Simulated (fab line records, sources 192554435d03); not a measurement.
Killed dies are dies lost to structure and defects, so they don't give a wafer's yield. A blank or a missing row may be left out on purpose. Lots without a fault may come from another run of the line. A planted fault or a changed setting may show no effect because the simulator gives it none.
Which tool did it? | flow n5_finfet | 11 lots, 33 wafers sampled, at 1 step of a route of 1938

WHAT THE GAUGES READ, wafer by wafer
N5_BEOL_M8_CD_MEAS_11: target cd 38.5 nm.
lot  | measured     | on        | cd_nm (nm)
L766 | day 10 04:47 | cd_sem-02 | 38.5 38.7 39.2
L767 | day 10 09:15 | cd_sem-01 | 38.7 38.5 38.6
L768 | day 10 12:25 | cd_sem-02 | 39.5 38.7 39.0
L775 | day 13 02:35 | cd_sem-01 | 37.1 37.2 38.0
L777 | day 13 02:59 | cd_sem-01 | 38.3 37.3 38.1
L779 | day 13 19:58 | cd_sem-01 | 38.2 37.8 37.9
L780 | day 13 23:12 | cd_sem-01 | 37.4 38.8 37.9
L786 | day 15 13:47 | cd_sem-01 | 38.4 39.0 38.5
L782 | day 15 19:47 | cd_sem-02 | 38.4 38.4 39.1
L787 | day 15 22:50 | cd_sem-03 | 38.5 37.7 38.6
L784 | day 15 23:08 | cd_sem-03 | 38.6 38.6 38.5

WHICH TOOL RAN EACH LOT (tool, then ch and the chambers of the sampled wafers, then the start)
The record holds no process step before these readings.

THE ANSWER, worked out from the rows above alone
Rule: what is usual is taken from the lots themselves. Put in order of their means at a reading, lots are off if they are a third of the lots or fewer, leave a main group of 4 or more, and stand apart from it by a gap of 3 or more times the standard deviation of the main group's means; of several such gaps the widest counts. A main group whose means are all the same, to the digits that the tables above print for the reading, isn't used. A lot without any number at a reading at which 4 lots or more have one is off too. The other lots that the step has rows for count as sound.
No lot is off at any reading shown: from this, nothing can be told.

WHAT THE SIMULATOR HAD PUT IN
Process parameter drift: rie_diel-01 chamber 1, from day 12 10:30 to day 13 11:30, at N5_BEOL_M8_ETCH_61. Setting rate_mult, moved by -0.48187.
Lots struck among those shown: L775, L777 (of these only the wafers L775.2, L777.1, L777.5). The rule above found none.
